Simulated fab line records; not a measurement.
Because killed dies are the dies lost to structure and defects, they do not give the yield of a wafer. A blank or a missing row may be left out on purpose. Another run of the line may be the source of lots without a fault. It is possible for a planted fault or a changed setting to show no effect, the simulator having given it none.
Comparing a struck lot with a sound one || flow nand_harc || 14 out of 1302 route steps
Sound: the wafers L344.2, L344.4, L344.5. Wafers L334.1, L334.4, L334.6 were the ones struck. At the end, the cause is stated.
For every step that has rows: the tool of each side, followed by ch and its chambers, followed by its first start. Under that, the readings that differ: sound wafers || struck wafers || difference of the means || sigmas: that difference in standard deviations of wafers without a fault.
alike: same words and numbers on both sides, and readings whose means sit less than 2 such deviations apart. not compared: any withheld reading, any reading some wafer has no value for, any bound like >300 that may hide the same value, and any number with overlapping values for which the record gives no deviation.
The two part at a step that has a row with sigmas, a row that says differs or no value, or rows on one side only. Non-overlapping numbers with no deviation appear without sigmas and do not part them. A reading missing from all wafers of one side parts the sides only when that side holds two or more wafers.

first, 1 step without rows for these wafers: NHARC_P_M0_DEVELOP_08 (develop time 35 s).
NHARC_P_M0_CD_MEAS_09: the cd target is 90 nm.
  sound on cd_sem-02 ch 0, day 13 02:37; struck on cd_sem-02 ch 0, day 9 00:07
  alike: cd_nm
NHARC_P_M0_OVL_MEAS_10: pitch 180 nm.
  sound on overlay-01 at day 13 02:43; struck on overlay-01 at day 9 00:12
{"reading": "overlay_y_nm (nm)", "sound": "0.4 -0.1 0.2", "struck": "-1.8 -2.1 -1.7", "difference": -2.0, "sigmas": -2}
  alike: overlay_x_nm
NHARC_P_M0_INSPECT_11:
  sound on defect_inspect-02 at day 13 02:44; struck on defect_inspect-02 at day 9 00:14
  alike: raw_defect_count
NHARC_P_M0_DESCUM_14: chemistry O2, time 3 s.
  sound on rie_diel-01 ch 0,3, day 13 02:49; struck on rie_diel-01 ch 0,1,2, day 9 00:19
{"reading": "oes_product_au (a.u.)", "sound": "1.013 0.998 1.009", "struck": "0.979 0.980 0.991", "difference": -0.023, "sigmas": -3}
  alike: drypump_motor_current_A, rf_vpp_V, showerhead_plenum_p_Torr, throttle_valve_pct
  not compared: rf_hours_counter_h
then, 1 step without rows for these wafers: NHARC_P_M0_ETCH_34 (etches the open film in N2/H2, target depth 40 nm, overetch 12 nm, time 43.94 s).
NHARC_P_M0_ETCH_15: etches the open film in C4F8/Ar, target depth 150 nm, overetch 15 nm, time 82.5 s.
  sound on rie_diel-01 ch 0,1,3; struck on rie_diel-01 ch 0,3
  alike: oes_product_au, rf_vpp_V
  not compared: rf_hours_counter_h
NHARC_P_M0_CD_MEAS_16:
  sound on cd_sem-03 at day 13 03:07; struck on cd_sem-03 at day 9 00:36
  alike: cd_nm
NHARC_P_M0_STRIP_18: strips in N2/H2.
  sound on rie_diel-01 ch 1,2,3, day 13 03:11; struck on rie_diel-01 ch 0,2,3, day 9 00:44
{"reading": "oes_product_au (a.u.)", "sound": "1.005 1.009 1.015", "struck": "0.979 0.996 0.992", "difference": -0.021, "sigmas": -3}
  alike: drypump_motor_current_A, rf_vpp_V, showerhead_plenum_p_Torr, throttle_valve_pct
  not compared: rf_hours_counter_h
then, 2 steps without rows for these wafers: NHARC_P_M0_STRIP_19 (strips in post etch residue remover, time 600 s); NHARC_P_M0_DEGAS_28 (time 60 s).
NHARC_P_M0_PRE_CLEAN_29: time 30 s.
  sound on pvd_sputter-01; struck on pvd_sputter-02
  alike: heater_power_w
NHARC_P_M0_PVD_20: deposits TaN, target thk 5 nm, time 8.06 s.
  sound on pvd_sputter-01 at day 13 03:52; struck on pvd_sputter-02 at day 9 01:23
  no value came back on the struck wafers for bias_v (V), cathode_dc_power_W (W), throttle_valve_pct (%); on the sound wafers bias_v (V) reads 167.9 168.0 168.4
NHARC_P_M0_PVD_21: deposits Cu, target thk 30 nm, time 20.49 s.
  sound on pvd_sputter-01; struck on pvd_sputter-02
  alike: cathode_dc_power_W, chamber_pressure_pa, throttle_valve_pct

WHERE THEY PART
Last at NHARC_P_M0_PVD_20 as far as this record goes, first at NHARC_P_M0_OVL_MEAS_10. Later steps at which nothing parts them and some readings are alike: NHARC_P_M0_PVD_21.

WHY: whatever the simulator had introduced
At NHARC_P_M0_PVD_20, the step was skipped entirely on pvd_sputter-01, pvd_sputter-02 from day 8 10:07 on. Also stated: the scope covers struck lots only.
